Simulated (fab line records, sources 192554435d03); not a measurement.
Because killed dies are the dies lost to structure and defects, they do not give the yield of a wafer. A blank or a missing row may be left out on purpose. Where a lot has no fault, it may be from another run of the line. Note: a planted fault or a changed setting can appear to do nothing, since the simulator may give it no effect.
fab line records	flow n5_finfet
[record] lots = 7	wafers = 21
route steps=1938 shown BEOL_M6@1224 BEOL_M7@1267 BEOL_M8@1335
start_h: start of the lot's first displayed wafer, in hours after the record's first day	wait_h: how many hours have passed since the lot's step before this one	" repeats the value in the row above	L1.1+2: a single row standing in for several wafers	- either no value or no given start	* or withheld: withheld	< > ~ a bound
route shown NAME@n: NAME is a module with steps in the file, n the number in the route of the first one	usual: mean/standard deviation taken from wafers without a fault	same: alike in all rows	chamber/n: place in a boat	sites: per-site readings	_std_site: how widely they spread, as a standard deviation	_edge_site: mean of outer sites minus mean of inner sites	radius_mm: for every site, how far away it sits from the centre of the wafer	mask NAME#n: copy n	behind: the most recent tool/chamber to have shaped the wafer	hold: why the lot went on hold/how many hours it stayed there/how the hold came to an end	device: names the non-switching transistor (n, p or np)	end of line: the same wafers' tests at the end of the route	a step with no rows: only its recipe	killed: at the first sort, the dies lost to defects and structure; wafer yield is something else	map: shows each die of a wafer: x if killed, . if not, _ if none is there
set.NAME: the setting that was run; set.NAME@STEP: the one run at that earlier step	model.NAME: the simulator's own value behind a step, which no gauge read
lots with deliberately changed settings; one table per step, one row per wafer
[[steps]]
[step N5_BEOL_M6_EXPOSE_25]
[recipe] mask_id = V5	na = 0.33	source_shape = annular	sigma_inner = 0.4	sigma_outer = 0.8	polarization = unpolarized	target_cd_nm = 40	dose_mj = 45
lot.wafer	tool	chamber	start_h	wait_h	mask	set.dose_mj
L075.3+4+6	euv_scanner-02	0	189.11	-	V5#0	46.68
L074.2	euv_scanner-02	0	189.15	-	V5#0	46.63
L074.3+6	"	0	"	"	V5#0	45
L083.3	euv_scanner-02	0	233.87	-	V5#0	41.86
L083.4+5	"	0	"	"	V5#0	45
L087.4+6	euv_scanner-02	0	257.60	-	V5#0	45
L087.5	"	0	"	"	V5#0	43.21
L086.1	euv_scanner-01	0	265.66	-	V5#0	42.41
L086.2+4	"	0	"	"	V5#0	45
L091.2+5	euv_scanner-01	0	281.87	-	V5#0	42.07
L091.3	"	0	"	"	V5#0	45
L093.3+5+6	euv_scanner-02	0	293.04	-	V5#0	45
[step N5_BEOL_M6_PEB_26]
[recipe] peb_temp_c = 100	peb_time_s = 60	resist = CAR-EUV
[step N5_BEOL_M6_DEVELOP_27]
[recipe] develop_time_s = 30	developer = TMAH	resist = CAR-EUV	rinse_liquid = surfactant_rinse	dry = air_spin	dev_temp_c = 23
lot.wafer	tool	chamber	start_h	wait_h	set.spin_rpm@BEOL_M6_COAT_22	model.CAR-EUV_of_BEOL_M6_COAT_22.thk_nm
L075.3+4	litho_track-01	0	-	-	1653	28
L075.6	"	0	"	"	1500	29.6
L074.2+6	litho_track-04	0	-	-	1500	29.6
L074.3	"	0	"	"	1368	31
L083.3+5	litho_track-04	0	-	-	1500	29.6
L083.4	"	0	"	"	1500	29.4
L087.4	litho_track-01	0	-	-	1500	29.6
L087.5+6	"	0	"	"	1390	30.8
L086.1	litho_track-04	0	-	-	1500	29.6
L086.2	"	0	"	"	1591	28.8
L086.4	"	0	"	"	1591	28.6
L091.2	litho_track-05	0	-	-	1367	31
L091.3	"	0	"	"	1500	29.6
L091.5	"	0	"	"	1500	29.4
L093.3+5	litho_track-04	0	-	-	1500	29.4
L093.6	"	0	"	"	1500	29.6
[step N5_BEOL_M6_CD_MEAS_28]
[recipe] target_cd_nm = 40	landing_energy_ev = 500	detector = se_inlens
[usual] cd_nm = 40.12/0.25
lot.wafer	tool	chamber	start_h	wait_h	set.dose_mj@BEOL_M6_EXPOSE_25	cd_nm
L075.3	cd_sem-03	0	189.24	-	46.68	41.23
L075.4	"	0	"	"	46.68	41.09
L075.6	"	0	"	"	46.68	40.94
L074.2	cd_sem-01	0	189.28	-	46.63	40.94
L074.3	"	0	"	"	45	40.12
L074.6	"	0	"	"	45	40.51
L083.3	cd_sem-02	0	233.99	-	41.86	38.10
L083.4	"	0	"	"	45	40.43
L083.5	"	0	"	"	45	40.08
L087.4	cd_sem-02	0	257.72	-	45	40.59
L087.5	"	0	"	"	43.21	39.01
L087.6	"	0	"	"	45	39.81
L086.1	cd_sem-02	0	265.79	-	42.41	38.97
L086.2	"	0	"	"	45	40.23
L086.4	"	0	"	"	45	40.78
L091.2	cd_sem-03	0	281.99	-	42.07	38.18
L091.3	"	0	"	"	45	39.77
L091.5	"	0	"	"	42.07	38.45
L093.3	cd_sem-02	0	293.16	-	45	40.43
L093.5	"	0	"	"	45	39.97
L093.6	"	0	"	"	45	39.72
[step N5_BEOL_M6_DESCUM_33]
[recipe] chemistry = O2	time_s = 7	source_power_w = 50	bias_power_w = 20	pressure_mtorr = 20	rf_frequency_hz = 2.712e+07	temp_c = 40	resist = CAR-EUV	o2_flow_sccm = 225
lot.wafer	tool	chamber	start_h	wait_h	set.dose_mj@BEOL_M6_EXPOSE_25	model.BEOL_M6.cd_nm
L075.3	rie_diel-03	2	189.36	0.0	46.68	41.4
L075.4	"	1	"	"	46.68	41
L075.6	"	3	"	"	46.68	41.2
L074.2	rie_diel-05	1	189.72	0.4	46.63	41.2
L074.3	"	0	"	"	45	40.2
L074.6	"	1	"	"	45	40.4
L083.3	rie_diel-01	2	234.32	0.2	41.86	38.4
L083.4	"	0	"	"	45	40
L083.5	"	1	"	"	45	40.2
L087.4	rie_diel-03	2	257.89	0.1	45	40.2
L087.5	"	3	"	"	43.21	39
L087.6	"	0	"	"	45	39.8
L086.1	rie_diel-05	1	265.92	0.0	42.41	39
L086.2+4	"	3	"	"	45	40.2
L091.2	rie_diel-05	2	282.11	0.0	42.07	38.2
L091.3	"	3	"	"	45	40
L091.5	"	3	"	"	42.07	38.4
L093.3+5	rie_diel-05	3,0	293.28	0.0	45	40
L093.6	"	3	"	"	45	39.8
[step N5_BEOL_M6_ETCH_72]
[recipe] chemistry = N2/H2	target = underlayer	target_depth_a = 65	mask_material = CAR-EUV	time_s = 5.2	ion_energy_ev = 200	pressure_mtorr = 30	source_w = 840	bias_w = 150	n2_flow_sccm = 200	h2_flow_sccm = 200	ends = cleared
lot.wafer	tool	chamber	start_h	wait_h	set.dose_mj@BEOL_M6_EXPOSE_25	model.BEOL_M6.cd_nm
L075.3+6	rie_diel-03	2,3	189.39	0.0	46.68	41.2
L075.4	"	1	"	"	46.68	41
L074.2	rie_diel-05	1	189.76	0.0	46.63	41
L074.3	"	0	"	"	45	40
L074.6	"	1	"	"	45	40.2
L083.3	rie_diel-01	2	234.35	0.0	41.86	38.4
L083.4+5	"	0,1	"	"	45	40
L087.4	rie_diel-03	2	257.92	0.0	45	40.2
L087.5	"	3	"	"	43.21	39
L087.6	"	0	"	"	45	39.8
L086.1	rie_diel-05	1	265.95	0.0	42.41	39
L086.2	"	3	"	"	45	40.2
L086.4	"	3	"	"	45	40
L091.2	rie_diel-05	2	282.15	0.0	42.07	38.2
L091.3	"	3	"	"	45	40
L091.5	"	3	"	"	42.07	38.4
L093.3	rie_diel-05	3	293.32	0.0	45	40
L093.5+6	"	0,3	"	"	45	39.8
[step N5_BEOL_M6_ETCH_65]
[recipe] chemistry = CF4	target = SiARC	target_depth_a = 156	mask_material = CAR-EUV	time_s = 26	ion_energy_ev = 80	pressure_mtorr = 40	source_w = 545	bias_w = 36	Ar_flow_sccm = 100	cf4_flow_sccm = 100	ends = cleared
lot.wafer	tool	chamber	start_h	wait_h	set.dose_mj@BEOL_M6_EXPOSE_25	model.BEOL_M6.cd_nm
L075.3+6	rie_diel-03	2,3	189.41	0.0	46.68	41.2
L075.4	"	1	"	"	46.68	41
L074.2	rie_diel-05	1	189.77	0.0	46.63	41
L074.3	"	0	"	"	45	40
L074.6	"	1	"	"	45	40.2
L083.3	rie_diel-01	2	234.37	0.0	41.86	38.4
L083.4+5	"	0,1	"	"	45	40
L087.4	rie_diel-03	2	257.94	0.0	45	40.2
L087.5	"	3	"	"	43.21	39
L087.6	"	0	"	"	45	39.8
L086.1	rie_diel-05	1	265.97	0.0	42.41	39
L086.2+4	"	3	"	"	45	40.2
L091.2	rie_diel-05	2	282.17	0.0	42.07	38
L091.3	"	3	"	"	45	40
L091.5	"	3	"	"	42.07	38.2
L093.3+6	rie_diel-05	3	293.33	0.0	45	40
L093.5	"	0	"	"	45	39.8
[step N5_BEOL_M6_ETCH_66]
[recipe] chemistry = N2/H2	target = SOC	target_depth_a = 800	overetch_a = 160	mask_material = SiARC	temp_c = 40	time_s = 120	ion_energy_ev = 200	pressure_mtorr = 30	source_w = 840	bias_w = 150	n2_flow_sccm = 200	h2_flow_sccm = 200
lot.wafer	tool	chamber	start_h	wait_h	set.dose_mj@BEOL_M6_EXPOSE_25	model.BEOL_M6.cd_nm
L075.3+4+6	rie_diel-03	2,1,3	189.44	0.0	46.68	41.4
L074.2	rie_diel-05	1	189.80	0.0	46.63	41.2
L074.3	"	0	"	"	45	40
L074.6	"	1	"	"	45	40.2
L083.3	rie_diel-01	2	234.40	0.0	41.86	38
L083.4+5	"	0,1	"	"	45	40
L087.4	rie_diel-03	2	257.97	0.0	45	39.8
L087.5	"	3	"	"	43.21	39
L087.6	"	0	"	"	45	39.6
L086.1	rie_diel-05	1	266.00	0.0	42.41	39
L086.2	"	3	"	"	45	40.2
L086.4	"	3	"	"	45	40
L091.2	rie_diel-05	2	282.19	0.0	42.07	37.8
L091.3	"	3	"	"	45	40
L091.5	"	3	"	"	42.07	38.2
L093.3+6	rie_diel-05	3	293.36	0.0	45	39.8
L093.5	"	0	"	"	45	40
[step N5_BEOL_M6_STRIP_69]
[recipe] chemistry = N2/H2	temp_c = 40	n2_flow_sccm = 200	h2_flow_sccm = 200	rf_frequency_hz = 6e+07
[step N5_BEOL_M6_STRIP_73]
[recipe] chemistry = N2/H2	temp_c = 40	n2_flow_sccm = 200	h2_flow_sccm = 200	rf_frequency_hz = 6e+07
[step N5_BEOL_M6_VIA_ETCH_34]
[recipe] chemistry = C4F6/O2	target = SiCOH_lowk	target_depth_a = 1263	mask_material = SOC	taper_deg = 4	time_s = 50.9	ion_energy_ev = 250	pressure_mtorr = 30	source_w = 345	bias_w = 185	Ar_flow_sccm = 300	C4F6_flow_sccm = 10	O2_flow_sccm = 10
lot.wafer	tool	chamber	start_h	wait_h	set.dose_mj@BEOL_M6_EXPOSE_25	model.BEOL_M6.cd_nm
L075.3+6	rie_diel-03	2,3	189.54	0.0	46.68	41.4
L075.4	"	1	"	"	46.68	41.2
L074.2	rie_diel-05	1	189.90	0.0	46.63	41
L074.3+6	"	0,1	"	"	45	40
L083.3	rie_diel-01	2	234.50	0.0	41.86	37.8
L083.4	"	0	"	"	45	40
L083.5	"	1	"	"	45	40.2
L087.4+6	rie_diel-03	2,0	258.07	0.0	45	39.6
L087.5	"	3	"	"	43.21	38.6
L086.1	rie_diel-05	1	266.10	0.0	42.41	39
L086.2	"	3	"	"	45	40.2
L086.4	"	3	"	"	45	40
L091.2	rie_diel-05	2	282.29	0.0	42.07	37.8
L091.3	"	3	"	"	45	39.8
L091.5	"	3	"	"	42.07	38.2
L093.3+6	rie_diel-05	3	293.46	0.0	45	39.8
L093.5	"	0	"	"	45	40
[step N5_BEOL_M7_HM_DEP_02]
[recipe] material = TiN	target_thk_a = 200	temp_c = 25	chamber_pressure_pa = 0.49996
lot.wafer	tool	chamber	start_h	wait_h	set.target_thk_a	model.TiN_of_BEOL_M7_HM_DEP_02.thk_nm
L075.3	pvd_sputter-02	-	194.96	1.7	192.1	18.8
L075.4	"	-	"	"	192.1	18.6
L075.6	"	-	"	"	200	19.8
L074.2	pvd_sputter-01	-	195.01	1.1	224.6	22.6
L074.3	"	-	"	"	224.6	22.4
L074.6	"	-	"	"	200	19.8
L083.3	pvd_sputter-01	-	241.67	2.0	200	20.4
L083.4	"	-	"	"	200	20.2
L083.5	"	-	"	"	200	20
L087.4	pvd_sputter-01	-	262.58	0.2	200	19.6
L087.5	"	-	"	"	216.5	21.2
L087.6	"	-	"	"	216.5	21.6
L086.1	pvd_sputter-01	-	270.92	1.1	176.1	17.4
L086.2	"	-	"	"	200	20.2
L086.4	"	-	"	"	176.1	17.8
L091.2+5	pvd_sputter-02	-	286.51	1.0	200	19.8
L091.3	"	-	"	"	200	20
L093.3+5+6	pvd_sputter-03	-	297.84	0.7	200	20.2
[step N5_BEOL_M7_EXPOSE_08]
[recipe] mask_id = M7	na = 1.35	source_shape = dipole	sigma_inner = 0.817	sigma_outer = 0.97	polarization = te	dose_mj = 68.25
lot.wafer	tool	chamber	start_h	wait_h	mask	set.dose_mj
L075.3+4	arfi_scanner-01	0	195.34	-	M7#0	68.25
L075.6	"	0	"	"	M7#0	66.66
L074.2+3+6	arfi_scanner-03	0	195.50	-	M7#0	68.25
L083.3+4+5	arfi_scanner-03	0	241.93	-	M7#0	68.25
L087.4+5+6	arfi_scanner-02	0	262.97	-	M7#0	68.25
L086.1+2+4	arfi_scanner-03	0	271.29	-	M7#0	68.25
L091.2+3+5	arfi_scanner-01	0	286.76	-	M7#0	68.25
L093.3+5+6	arfi_scanner-03	0	298.22	-	M7#0	68.25
[step N5_BEOL_M7_PEB_09]
[recipe] peb_temp_c = withheld	peb_time_s = 60	resist = CAR-ArF
[step N5_BEOL_M7_DEVELOP_10]
[recipe] develop_time_s = 30	developer = TMAH	resist = CAR-ArF	rinse_liquid = diw	dry = air_spin	dev_temp_c = 23
[step N5_BEOL_M7_STRIP_68]
[recipe] chemistry = N2/H2	temp_c = 40	n2_flow_sccm = 200	h2_flow_sccm = 200	rf_frequency_hz = 6e+07
[step N5_BEOL_M7_STRIP_67]
[recipe] chemistry = CF4	resist = SiARC	power_w = 300	bias_power_w = 75	pressure_mtorr = 50	cf4_flow_sccm = 150	rf_frequency_hz = 6e+07
[step N5_BEOL_M7_HM_OPEN_17]
[recipe] chemistry = Cl2/BCl3	target_depth_a = 200	overetch_a = 60	target = TiN	mask_material = SOC	ion_energy_ev = 150	pressure_mtorr = 10	icp_w = 1000	bias_w = 126	Cl2_flow_sccm = 53.25	bcl3_flow_sccm = 21.75	Ar_flow_sccm = 25
lot.wafer	tool	chamber	start_h	wait_h	set.target_thk_a@BEOL_M7_HM_DEP_02	model.etch.depth_nm
L075.3	rie_metal-02	0	195.88	0.1	192.1	18.86
L075.4	"	1	"	"	192.1	18.68
L075.6	"	1	"	"	200	19.7
L074.2	rie_metal-02	0	196.17	0.0	224.6	22.56
L074.3	"	1	"	"	224.6	22.49
L074.6	"	0	"	"	200	19.72
L083.3	rie_metal-01	0	242.47	0.1	200	20.31
L083.4	"	0	"	"	200	20.17
L083.5	"	0	"	"	200	19.98
L087.4	rie_metal-02	1	263.54	0.1	200	19.65
L087.5	"	1	"	"	216.5	21.22
L087.6	"	1	"	"	216.5	21.5
L086.1	rie_metal-01	0	271.79	0.0	176.1	17.35
L086.2	"	1	"	"	200	20.12
L086.4	"	1	"	"	176.1	17.89
L091.2	rie_metal-02	0	287.25	0.0	200	19.9
L091.3	"	0	"	"	200	19.96
L091.5	"	0	"	"	200	19.71
L093.3	rie_metal-03	0	298.82	0.1	200	20.23
L093.5	"	0	"	"	200	20.14
L093.6	"	1	"	"	200	20.11
[step N5_BEOL_M8_PECVD_70]
[recipe] material = SiO2	target_thk_a = 200	temp_c = 400	precursor = TEOS/O2	pressure_torr = 5.5	rf_w = 450	teos_flow_sccm = 53.8	gas = O2	flow_sccm = 3000	time_s = 22.7
lot.wafer	tool	chamber	start_h	wait_h	set.temp_c	model.SiO2_of_BEOL_M8_PECVD_70.thk_nm
L074.2	pecvd-01	0	202.18	0.0	400	20
L074.3	"	2	"	"	382.7	22.2
L074.6	"	1	"	"	382.7	22.8
L075.3+6	pecvd-02	1,0	202.39	0.0	408.1	19
L075.4	"	1	"	"	400	20.2
L083.3	pecvd-01	0	249.53	0.0	415.3	17.6
L083.4	"	0	"	"	400	19.8
L083.5	"	1	"	"	400	20
L087.4	pecvd-01	0	269.47	0.1	414.4	18.4
L087.5	"	2	"	"	400	20
L087.6	"	1	"	"	414.4	18.2
L086.1	pecvd-04	1	279.98	0.0	400	20
L086.2	"	0	"	"	400	19.8
L086.4	"	1	"	"	400	20.2
L091.2+3+5	pecvd-04	2,1,0	291.72	0.0	400	19.8
L093.3+6	pecvd-02	0	308.43	0.0	400	20
L093.5	"	2	"	"	400	19.8
[step N5_BEOL_M8_COAT_60]
[recipe] resist = SiARC	temp_c = 220	time_s = 60	spin_rpm = 1500	resist_thk_nm = 35
lot.wafer	tool	chamber	start_h	wait_h	set.spin_rpm	model.SiARC_of_BEOL_M8_COAT_60.thk_nm
L074.2+3	litho_track-04	0	-	-	1500	35.2
L074.6	"	0	"	"	1500	35
L075.3+4+6	litho_track-05	0	-	-	1500	35
L083.3+4	litho_track-05	0	-	-	1500	35
L083.5	"	0	"	"	1500	35.2
L087.4+6	litho_track-04	0	-	-	1625	33.8
L087.5	"	0	"	"	1500	35
L086.1+2+4	litho_track-05	0	-	-	1500	34.8
L091.2+5	litho_track-02	0	-	-	1388	36.6
L091.3	"	0	"	"	1500	35.4
L093.3+5	litho_track-04	0	-	-	1500	35
L093.6	"	0	"	"	1500	35.2
[step N5_BEOL_M8_DESCUM_16]
[recipe] chemistry = O2	time_s = 7.9	source_power_w = 50	bias_power_w = 20	pressure_mtorr = 20	rf_frequency_hz = 2.712e+07	temp_c = 40	resist = CAR-ArF	o2_flow_sccm = 225
lot.wafer	tool	chamber	start_h	wait_h	set.time_s	model.CAR-ArF_of_BEOL_M8_COAT_05.thk_nm
L074.2	rie_diel-03	2	206.01	0.2	7.9	83.6
L074.3+6	"	1,2	"	"	7.9	84
L075.3	rie_diel-01	1	206.35	0.3	7.9	83.4
L075.4+6	"	3	"	"	7.9	83.6
L083.3+5	rie_diel-05	0,3	250.94	0.4	7.9	83.8
L083.4	"	1	"	"	9.488	82.8
L087.4+5	rie_diel-05	1,0	270.96	0.0	8.84	83
L087.6	"	3	"	"	7.9	83.2
L086.1+4	rie_diel-03	2,1	281.23	0.3	7.9	83.8
L086.2	"	3	"	"	7.9	83.6
L091.2+3	rie_diel-05	3	294.73	0.1	7.9	83.6
L091.5	"	3	"	"	6.941	84.4
L093.3+5	rie_diel-05	3	310.03	0.2	7.9	83.6
L093.6	"	0	"	"	7.9	83.8
[step N5_BEOL_M8_ETCH_61]
[recipe] chemistry = CF4	target = SiARC	target_depth_a = 455	mask_material = CAR-ArF	time_s = 75.8	ion_energy_ev = 80	pressure_mtorr = 40	source_w = 545	bias_w = 36	Ar_flow_sccm = 100	cf4_flow_sccm = 100	ends = cleared
lot.wafer	tool	chamber	start_h	wait_h	set.spin_rpm@BEOL_M8_COAT_60	model.etch.depth_nm
L074.2	rie_diel-03	2	206.05	0.0	1500	35.23
L074.3	"	1	"	"	1500	35.24
L074.6	"	2	"	"	1500	35.09
L075.3	rie_diel-01	1	206.38	0.0	1500	35.07
L075.4	"	3	"	"	1500	35.03
L075.6	"	3	"	"	1500	35.02
L083.3+4	rie_diel-05	0,1	250.97	0.0	1500	35.01
L083.5	"	3	"	"	1500	35.16
L087.4+6	rie_diel-05	1,3	271.01	0.0	1625	33.78
L087.5	"	0	"	"	1500	35.08
L086.1	rie_diel-03	2	281.27	0.0	1500	34.79
L086.2	"	3	"	"	1500	34.85
L086.4	"	1	"	"	1500	34.87
L091.2	rie_diel-05	3	294.78	0.0	1388	36.68
L091.3	"	3	"	"	1500	35.32
L091.5	"	3	"	"	1388	36.58
L093.3	rie_diel-05	3	310.06	0.0	1500	35.01
L093.5	"	3	"	"	1500	35.08
L093.6	"	0	"	"	1500	35.14
[step N5_BEOL_M8_ETCH_62]
[recipe] chemistry = N2/H2	target = SOC	target_depth_a = 1100	overetch_a = 220	mask_material = SiARC	temp_c = 40	time_s = 165	ion_energy_ev = 200	pressure_mtorr = 30	source_w = 840	bias_w = 150	n2_flow_sccm = 200	h2_flow_sccm = 200
lot.wafer	tool	chamber	start_h	wait_h	set.spin_rpm@BEOL_M8_COAT_60	model.SiARC_of_BEOL_M8_COAT_60.thk_nm
L074.2+3	rie_diel-03	2,1	206.10	0.0	1500	28.2
L074.6	"	2	"	"	1500	28
L075.3+6	rie_diel-01	1,3	206.44	0.0	1500	28
L075.4	"	3	"	"	1500	28.2
L083.3+4	rie_diel-05	0,1	251.03	0.0	1500	28.4
L083.5	"	3	"	"	1500	28.6
L087.4+6	rie_diel-05	1,3	271.10	0.1	1625	27.2
L087.5	"	0	"	"	1500	28.6
L086.1+4	rie_diel-03	2,1	281.32	0.0	1500	27.6
L086.2	"	3	"	"	1500	28
L091.2+5	rie_diel-05	3	294.86	0.1	1388	30
L091.3	"	3	"	"	1500	28.6
L093.3+5	rie_diel-05	3	310.12	0.0	1500	28.4
L093.6	"	0	"	"	1500	28.6
[[key]]
[split] step = N5_BEOL_M6_EXPOSE_25	setting = dose_mj	stated = 45	by = wafer
[response] step = N5_BEOL_M6_CD_MEAS_28	reading = cd_nm	change = +0.263	per = 1%	r = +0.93
[response] step = N5_BEOL_M6_DESCUM_33	reading = model.BEOL_M6.cd_nm	change = +0.242	per = 1%	r = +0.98
[response] step = N5_BEOL_M6_ETCH_72	reading = model.BEOL_M6.cd_nm	change = +0.234	per = 1%	r = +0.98
[response] step = N5_BEOL_M6_ETCH_65	reading = model.BEOL_M6.cd_nm	change = +0.246	per = 1%	r = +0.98
[response] step = N5_BEOL_M6_ETCH_66	reading = model.BEOL_M6.cd_nm	change = +0.262	per = 1%	r = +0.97
[response] step = N5_BEOL_M6_VIA_ETCH_34	reading = model.BEOL_M6.cd_nm	change = +0.272	per = 1%	r = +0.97
[split] step = N5_BEOL_M7_HM_DEP_02	setting = target_thk_a	stated = 200	by = wafer
[response] step = N5_BEOL_M7_HM_DEP_02	reading = model.TiN_of_BEOL_M7_HM_DEP_02.thk_nm	change = +0.221	per = 1%	r = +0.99
[response] step = N5_BEOL_M7_HM_OPEN_17	reading = model.etch.depth_nm	change = +0.217	per = 1%	r = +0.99
[split] step = N5_BEOL_M7_EXPOSE_08	setting = dose_mj	stated = 68.25	by = wafer
response none clear
[split] step = N5_BEOL_M8_PECVD_70	setting = temp_c	stated = 400	by = wafer
[response] step = N5_BEOL_M8_PECVD_70	reading = model.SiO2_of_BEOL_M8_PECVD_70.thk_nm	change = -0.559	per = 1%	r = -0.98
[split] step = N5_BEOL_M8_COAT_60	setting = spin_rpm	stated = 1500	by = wafer
[response] step = N5_BEOL_M8_COAT_60	reading = model.SiARC_of_BEOL_M8_COAT_60.thk_nm	change = -0.151	per = 1%	r = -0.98
[response] step = N5_BEOL_M8_ETCH_61	reading = model.etch.depth_nm	change = -0.165	per = 1%	r = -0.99
[response] step = N5_BEOL_M8_ETCH_62	reading = model.SiARC_of_BEOL_M8_COAT_60.thk_nm	change = -0.177	per = 1%	r = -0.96
[split] step = N5_BEOL_M8_DESCUM_16	setting = time_s	stated = 7.9	by = wafer
[response] step = N5_BEOL_M8_DESCUM_16	reading = model.CAR-ArF_of_BEOL_M8_COAT_05.thk_nm	change = -0.0465	per = 1%	r = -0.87
split outside_this_file step=N5_BEOL_M6_COAT_22 setting=spin_rpm
// split outside_this_file: this setting was split too, and the file shows its column; the key of that split is in another file
